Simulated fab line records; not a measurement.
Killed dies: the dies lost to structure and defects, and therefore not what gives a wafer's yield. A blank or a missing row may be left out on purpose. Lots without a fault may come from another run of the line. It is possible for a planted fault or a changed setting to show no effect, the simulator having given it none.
The tool behind it: which one?    flow nandHarc    72 wafers from 24 lots sampled at 6 of the route's 1302 steps

== WHAT THE GAUGES SHOWED, per wafer ==
Not one reading of a measure or inspect step in the record can be checked against a usual standard deviation.

== WHICH TOOL RAN EACH LOT (tool, then ch and the chambers of the sampled wafers, then the start) ==
lot   NHARC_A_CONTACT_ETCH_112            NHARC_A_CONTACT_ETCH_115            NHARC_A_CONTACT_DEP_57        NHARC_A_CONTACT_DEP_58           NHARC_A_CONTACT_ETCH_127            NHARC_A_CONTACT_DEP_84
L075  harCapEtch-03 ch 0,1, day 21 13:22  harCapEtch-03 ch 0,1, day 21 13:53  aclDep-01 ch 0, day 21 19:20  pecvd-02 ch 1,2, day 21 22:37    harCapEtch-02 ch 0,1, day 22 01:37  aclDep-01 ch 0, day 22 04:47
L074  harCapEtch-02 ch 0,1, day 21 18:52  harCapEtch-02 ch 0,1, day 21 19:22  aclDep-03 ch 0, day 21 22:55  pecvd-03 ch 1,2, day 22 02:11    harCapEtch-03 ch 0,1, day 22 05:11  aclDep-02 ch 0, day 22 08:38
L076  harCapEtch-02 ch 0,1, day 22 05:32  harCapEtch-02 ch 0,1, day 22 06:03  aclDep-02 ch 0, day 22 11:29  pecvd-03 ch 0,2, day 22 13:41    harCapEtch-02 ch 0,1, day 22 16:44  aclDep-01 ch 0, day 22 21:11
L077  harCapEtch-03 ch 0,1, day 22 16:19  harCapEtch-03 ch 0,1, day 22 16:50  aclDep-02 ch 0, day 22 20:58  pecvd-04 ch 0,2, day 23 00:13    harCapEtch-03 ch 0,1, day 23 03:21  aclDep-02 ch 0, day 23 10:02
L078  harCapEtch-01 ch 0,1, day 22 20:35  harCapEtch-01 ch 0,1, day 22 21:05  aclDep-01 ch 0, day 23 01:27  pecvd-02 ch 1,2, day 23 04:08    harCapEtch-01 ch 0,1, day 23 07:15  aclDep-01 ch 0, day 23 12:43
L079  harCapEtch-02 ch 0,1, day 23 07:34  harCapEtch-02 ch 0,1, day 23 08:04  aclDep-01 ch 0, day 23 14:41  pecvd-04 ch 0,1, day 23 17:28    harCapEtch-03 ch 0,1, day 23 20:28  aclDep-03 ch 0, day 24 00:01
L080  harCapEtch-01 ch 0,1, day 23 15:49  harCapEtch-01 ch 0,1, day 23 16:20  aclDep-03 ch 0, day 23 21:02  pecvd-02 ch 1,2, day 23 23:47    harCapEtch-01 ch 1, day 24 02:55    aclDep-03 ch 0, day 24 11:14
L081  harCapEtch-02 ch 0,1, day 23 21:36  harCapEtch-02 ch 0,1, day 23 22:07  aclDep-03 ch 0, day 24 02:06  pecvd-04 ch 0,1,2, day 24 05:25  harCapEtch-02 ch 0,1, day 24 08:22  aclDep-01 ch 0, day 24 14:22
L082  harCapEtch-02 ch 0,1, day 25 02:29  harCapEtch-02 ch 0,1, day 25 02:59  aclDep-02 ch 0, day 25 06:29  pecvd-03 ch 0,2, day 25 09:41    harCapEtch-03 ch 0,1, day 25 12:56  aclDep-01 ch 0, day 25 16:23
L083  harCapEtch-01 ch 0, day 25 08:35    harCapEtch-01 ch 0, day 25 09:06    aclDep-02 ch 0, day 25 13:55  pecvd-03 ch 0,2, day 25 17:10    harCapEtch-01 ch 0,1, day 25 20:11  aclDep-03 ch 0, day 26 00:49
L084  harCapEtch-02 ch 0,1, day 25 16:53  harCapEtch-02 ch 0,1, day 25 17:23  aclDep-01 ch 0, day 25 22:22  pecvd-03 ch 0,1, day 26 01:02    harCapEtch-01 ch 0,1, day 26 04:05  aclDep-01 ch 0, day 26 07:22
L086  harCapEtch-02 ch 0,1, day 26 00:06  harCapEtch-02 ch 0,1, day 26 00:37  aclDep-02 ch 0, day 26 05:19  pecvd-02 ch 1,2, day 26 07:59    harCapEtch-03 ch 0,1, day 26 10:58  aclDep-03 ch 0, day 26 14:29
L085  harCapEtch-03 ch 0,1, day 26 00:17  harCapEtch-03 ch 0,1, day 26 00:48  aclDep-03 ch 0, day 26 05:38  pecvd-04 ch 0,1,2, day 26 08:21  harCapEtch-01 ch 0,1, day 26 11:20  aclDep-01 ch 0, day 26 14:52
L088  harCapEtch-01 ch 0,1, day 27 06:55  harCapEtch-01 ch 0,1, day 27 07:35  aclDep-03 ch 0, day 27 11:59  pecvd-03 ch 1,2, day 27 15:17    harCapEtch-02 ch 0,1, day 27 19:25  aclDep-03 ch 0, day 27 22:35
L087  harCapEtch-02 ch 0,1, day 27 07:02  harCapEtch-02 ch 0,1, day 27 07:33  aclDep-01 ch 0, day 27 11:10  pecvd-03 ch 0,1, day 27 14:25    harCapEtch-03 ch 0,1, day 27 17:24  aclDep-03 ch 0, day 27 20:50
L089  harCapEtch-02 ch 0,1, day 28 17:20  harCapEtch-02 ch 0,1, day 28 17:50  aclDep-01 ch 0, day 28 22:16  pecvd-04 ch 0,2, day 29 01:30    harCapEtch-03 ch 0,1, day 29 04:51  aclDep-03 ch 0, day 29 11:19
L090  harCapEtch-01 ch 0, day 28 17:35    harCapEtch-01 ch 0, day 28 18:16    aclDep-01 ch 0, day 29 01:27  pecvd-02 ch 1, day 29 04:39      harCapEtch-02 ch 1, day 29 07:40    aclDep-01 ch 0, day 29 12:43
L091  harCapEtch-01 ch 0,1, day 29 07:59  harCapEtch-01 ch 0,1, day 29 08:31  aclDep-03 ch 0, day 29 16:25  pecvd-03 ch 0,1,2, day 29 18:07  harCapEtch-01 ch 0,1, day 29 20:58  aclDep-01 ch 0, day 30 01:24
L094  harCapEtch-03 ch 1, day 29 12:31    harCapEtch-03 ch 1, day 29 13:12    aclDep-02 ch 0, day 29 19:15  pecvd-02 ch 0,2, day 29 21:59    harCapEtch-03 ch 0, day 30 01:11    aclDep-03 ch 0, day 30 06:38
L092  harCapEtch-02 ch 0,1, day 29 13:44  harCapEtch-02 ch 0,1, day 29 14:14  aclDep-01 ch 0, day 29 18:50  pecvd-03 ch 0,2, day 29 22:08    harCapEtch-02 ch 0,1, day 30 01:19  aclDep-02 ch 0, day 30 04:21
L093  harCapEtch-02 ch 0,1, day 29 19:51  harCapEtch-02 ch 0,1, day 29 20:22  aclDep-02 ch 0, day 30 00:55  pecvd-04 ch 1,2, day 30 03:38    harCapEtch-02 ch 0,1, day 30 06:41  aclDep-01 ch 0, day 30 10:05
L096  harCapEtch-02 ch 1, day 30 12:46    harCapEtch-02 ch 1, day 30 13:17    aclDep-02 ch 0, day 30 16:47  pecvd-04 ch 1,2, day 30 20:07    harCapEtch-01 ch 0,1, day 30 22:58  aclDep-01 ch 0, day 31 02:35
L097  harCapEtch-03 ch 0,1, day 30 13:14  harCapEtch-03 ch 0,1, day 30 13:45  aclDep-03 ch 0, day 30 19:41  pecvd-04 ch 1,2, day 30 22:21    harCapEtch-03 ch 0,1, day 31 01:22  aclDep-03 ch 0, day 31 05:30
L095  harCapEtch-02 ch 0,1, day 30 17:20  harCapEtch-02 ch 0,1, day 30 17:52  aclDep-03 ch 0, day 31 02:04  pecvd-03 ch 1,2, day 31 05:16    harCapEtch-01 ch 0,1, day 31 08:31  aclDep-01 ch 0, day 31 11:32
- NHARC_A_CONTACT_ETCH_112: etches the open film in C4F8/O2/Ar, time 190 s, target depth 1850 nm.
- NHARC_A_CONTACT_ETCH_115: etches the open film in C4F8/O2/Ar, time 190 s, target depth 1850 nm.
- NHARC_A_CONTACT_DEP_57: deposits aC, target thk 5300 nm.
- NHARC_A_CONTACT_DEP_58: deposits SiON, target thk 90 nm.
- NHARC_A_CONTACT_ETCH_127: etches the open film in C4F8/O2/Ar, time 197 s, target depth 1918 nm.
- NHARC_A_CONTACT_DEP_84: deposits aC, target thk 2800 nm.

== WHAT THE TOOLS THEMSELVES READ (means of the sampled wafers that have a number; where no wafer has one, the mark that the record gives instead) ==
NHARC_A_CONTACT_DEP_57.
lot   tool       throttleValvePct (%)
L075  aclDep-01  35.000
L074  aclDep-03  35.001
L076  aclDep-02  34.995
L077  aclDep-02  34.997
L078  aclDep-01  34.999
L079  aclDep-01  34.994
L080  aclDep-03  35.011
L081  aclDep-03  34.993
L082  aclDep-02  35.000
L083  aclDep-02  34.999
L084  aclDep-01  35.005
L086  aclDep-02  34.997
L085  aclDep-03  34.994
L088  aclDep-03  35.002
L087  aclDep-01  35.001
L089  aclDep-01  35.004
L090  aclDep-01  34.991
L091  aclDep-03  35.001
L094  aclDep-02  34.999
L092  aclDep-01  35.015
L093  aclDep-02  35.007
L096  aclDep-02  35.004
L097  aclDep-03  34.993
L095  aclDep-03  35.004

NHARC_A_CONTACT_DEP_58.
lot   tool      heaterPowerW (W)  rfFwdPowerW (W)
L075  pecvd-02  696               348.3
L074  pecvd-03  596               348.1
L076  pecvd-03  672               347.9
L077  pecvd-04  701               349.5
L078  pecvd-02  774               348.6
L079  pecvd-04  815               346.8
L080  pecvd-02  735               346.9
L081  pecvd-04  769               348.1
L082  pecvd-03  661               348.3
L083  pecvd-03  626               348.7
L084  pecvd-03  649               349.3
L086  pecvd-02  751               349.1
L085  pecvd-04  712               347.7
L088  pecvd-03  575               348.3
L087  pecvd-03  731               349.6
L089  pecvd-04  716               348.6
L090  pecvd-02  808               347.3
L091  pecvd-03  683               348.6
L094  pecvd-02  843               348.2
L092  pecvd-03  706               348.5
L093  pecvd-04  700               349.3
L096  pecvd-04  747               348.3
L097  pecvd-04  727               348.5
L095  pecvd-03  643               348.2

NHARC_A_CONTACT_DEP_84.
lot   tool       throttleValvePct (%)
L075  aclDep-01  35.003
L074  aclDep-02  34.996
L076  aclDep-01  34.997
L077  aclDep-02  34.999
L078  aclDep-01  34.996
L079  aclDep-03  34.995
L080  aclDep-03  34.999
L081  aclDep-01  35.000
L082  aclDep-01  35.002
L083  aclDep-03  34.993
L084  aclDep-01  35.001
L086  aclDep-03  35.005
L085  aclDep-01  35.002
L088  aclDep-03  34.994
L087  aclDep-03  35.001
L089  aclDep-03  34.996
L090  aclDep-01  34.997
L091  aclDep-01  35.007
L094  aclDep-03  34.992
L092  aclDep-02  35.000
L093  aclDep-01  34.994
L096  aclDep-01  35.002
L097  aclDep-03  35.004
L095  aclDep-01  35.003

== THE ANSWER, worked out from the rows above alone ==
Rule: usual is defined by the lots themselves. Put in order of their means at a reading, lots are off if they are a third of the lots or fewer, leave a main group of 4 or more, and stand apart from it by a gap of 3 or more times the standard deviation of the main group's means; of several such gaps the widest counts. Not used: any main group whose means are identical at the precision the tables above print for the reading. Also off: a lot with no number at a reading for which 4 or more lots have one. Where the step has rows for the other lots, those lots are counted as sound. First the gauges in route order, then the tools' own readings, where a lot's mean is used as printed above. The first step at which some lot is off is used, and at that step the reading that is off furthest; a lot without a number counts as furthest.
Across all readings shown, no lot is off: no conclusion can be drawn from this.

== WHAT HAD BEEN PUT IN BY THE SIMULATOR ==
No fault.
